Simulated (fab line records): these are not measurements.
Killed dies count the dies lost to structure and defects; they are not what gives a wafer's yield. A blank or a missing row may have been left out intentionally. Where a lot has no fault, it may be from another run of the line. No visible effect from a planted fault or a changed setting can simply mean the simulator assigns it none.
Chamber matching | flow n5 finfet | ald metal-02 running N5_BEOL_M2_ALD_84: 4 sister chambers
The step deposits TaN, pulse time 2 s, purge time 3 s, co reactant purge time 2 s. 16 wafers are shown with their chamber, then 8 later ones without.

WAFERS, EACH WITH ITS CHAMBER
wafer  | chamber | heater power w (W) | precursor vessel temp c (C)
L076.4 | 0       | 323                | 75.03
L076.5 | 0       | 332                | 75.14
L076.6 | 1       | 381                | 75.04
L078.4 | 0       | 336                | 75.06
L078.5 | 2       | 349                | 74.92
L078.6 | 1       | 396                | 75.02
L081.2 | 3       | 387                | 74.81
L081.3 | 1       | 402                | 75.01
L081.5 | 2       | 346                | 75.03
L083.3 | 2       | 349                | 75.03
L083.4 | 0       | 328                | 74.82
L083.5 | 0       | 334                | 74.85
L082.2 | 1       | 387                | 75.06
L082.3 | 3       | 397                | 74.90
L082.6 | 0       | 327                | 74.76
L089.2 | 0       | 333                | 75.09

SIGNATURES, as means of the wafers listed above
reading                 | chamber 0 | chamber 1 | chamber 2 | chamber 3 | scatter within a chamber
heater power w          | 330.43    | 391.50    | 348.00    | 392.00    | 6.07
precursor vessel temp c | 74.9643   | 75.0325   | 74.9933   | 74.8550   | 0.112
Rule: a wafer lies at a distance from a chamber equal to the root of the sum of squares, over the readings, of (its reading less the chamber's mean, divided by the reading's scatter). The wafer belongs to the nearest chamber; if the next one is less than 2 further off, it can't be placed. The scatter: the root of (the sum of the squares of (reading less its chamber's mean) over the shown wafers, divided by (wafers less chambers)).

WAFERS WITH NO CHAMBER GIVEN
wafer  | heater power w (W) | precursor vessel temp c (C)
L089.3 | 347                | 75.15
L089.6 | 336                | 75.01
L094.2 | 397                | 74.92
L094.3 | 381                | 75.09
L094.5 | 391                | 74.84
L095.1 | 398                | 75.05
L095.2 | 393                | 75.03
L095.4 | 343                | 74.95

CHAMBER TAKEN BY EACH
wafer  | from the rows above     | in truth
L089.3 | can't be placed: 2 or 0 | 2
L089.6 | can't be placed: 0 or 2 | 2
L094.2 | can't be placed: 3 or 1 | 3
L094.3 | can't be placed: 1 or 3 | 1
L094.5 | can't be placed: 3 or 1 | 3
L095.1 | can't be placed: 1 or 3 | 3
L095.2 | can't be placed: 1 or 3 | 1
L095.4 | can't be placed: 2 or 0 | 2
0 of 8 placed correctly. Cannot be placed on the basis of these rows: 8; the candidates contain the true chamber in 8. 0 placed wrongly.
